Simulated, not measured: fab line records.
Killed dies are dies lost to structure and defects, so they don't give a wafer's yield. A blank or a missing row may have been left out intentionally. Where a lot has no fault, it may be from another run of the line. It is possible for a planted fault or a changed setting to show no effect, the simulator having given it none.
Struck lot and sound lot, side by side -- flow nand harc -- 14 out of 1302 route steps
Sound: these wafers, L569.3, L569.5, L569.6. Struck: wafer L582.6 (left out: L582.2, L582.4 of the same lot, which were not struck); the cause appears at the end.
Order at every step that has rows: each side's tool, ch and its chambers, its first start. Under that, the readings that differ: sound wafers -- struck wafers -- difference of the means -- sigmas: that difference in standard deviations of wafers without a fault.
alike: readings whose means differ by less than 2 such deviations, and words and numbers that are the same on both sides. not compared: withheld readings, readings that some wafer has no value for, bounds like >300 that may hide the same value, and numbers for which the record gives no deviation and whose values overlap.
The two part at a step that has a row with sigmas, a row that says differs or no value, or rows on one side only. Non-overlapping numbers with no deviation appear without sigmas and do not part them. Lack of a reading on every wafer of one side parts them only where that side has two or more wafers.

first, 8 steps without rows for these wafers: NHARC_P_BONDPAD_HMDS_02 (time 30 s); NHARC_P_BONDPAD_COAT_36 (time 65 s); NHARC_P_BONDPAD_COAT_03 (resist thk 600 nm); NHARC_P_BONDPAD_SOFTBAKE_04 (time 70 s); NHARC_P_BONDPAD_EBR_05; NHARC_P_BONDPAD_EXPOSE_06 (exposes mask P BPAD); NHARC_P_BONDPAD_PEB_07 (peb time 80 s); NHARC_P_BONDPAD_DEVELOP_08 (time 50 s).
NHARC_P_BONDPAD_CD_MEAS_09: target cd 500 nm.
  sound on cd sem-03 ch 0, day 8 14:28; struck on cd sem-01 ch 0, day 13 21:23
  alike: cd nm
NHARC_P_BONDPAD_OVL_MEAS_38:
  sound on overlay-02 at day 8 14:34; struck on overlay-01 at day 13 21:29
  alike: overlay x nm, overlay y nm
then, 1 step without rows for these wafers: NHARC_P_BONDPAD_HARDBAKE_10 (time 65 s).
NHARC_P_BONDPAD_DESCUM_11: chemistry O2, time 3 s.
  sound on rie diel-11 ch 0,1,3, day 8 14:42; struck on rie diel-11 ch 2, day 13 21:37
  alike: drypump motor current A, oes product au, rf vpp V, showerhead plenum p Torr, throttle valve pct
  not compared: rf hours counter h
NHARC_P_BONDPAD_ETCH_37: etches the open film in N2/H2, target depth 60 nm, overetch 18 nm, time 65.91 s.
  sound on rie diel-11 ch 0,3, day 8 14:46; struck on rie diel-11 ch 0, day 13 21:41
reading,sound,struck,difference,sigmas
run length s (s),86.7 86.3 87.0,66.0,-20.7,-39
  alike: drypump motor current A, oes product au, rf vpp V, showerhead plenum p Torr, throttle valve pct
  not compared: rf hours counter h
NHARC_P_BONDPAD_ETCH_12: etches the open film in CHF3/O2, target depth 200 nm, time 100 s.
  sound: rie diel-11 ch 0,1,3; struck: rie diel-11 ch 0
reading,sound,struck,difference,sigmas
throttle valve pct (%),20.555 20.575 20.584,20.590,+0.019,+2
  alike: chf3 flow sccm, drypump motor current A, oes product au, rf vpp V, run length s, showerhead plenum p Torr
  not compared: rf hours counter h

WHERE THEY PART
Earliest at NHARC_P_BONDPAD_ETCH_37; latest, in this record, at NHARC_P_BONDPAD_ETCH_12.

WHY: the cause the simulator had injected
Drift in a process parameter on rie diel-11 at NHARC_P_BONDPAD_ETCH_37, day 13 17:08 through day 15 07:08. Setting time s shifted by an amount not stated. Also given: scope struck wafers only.
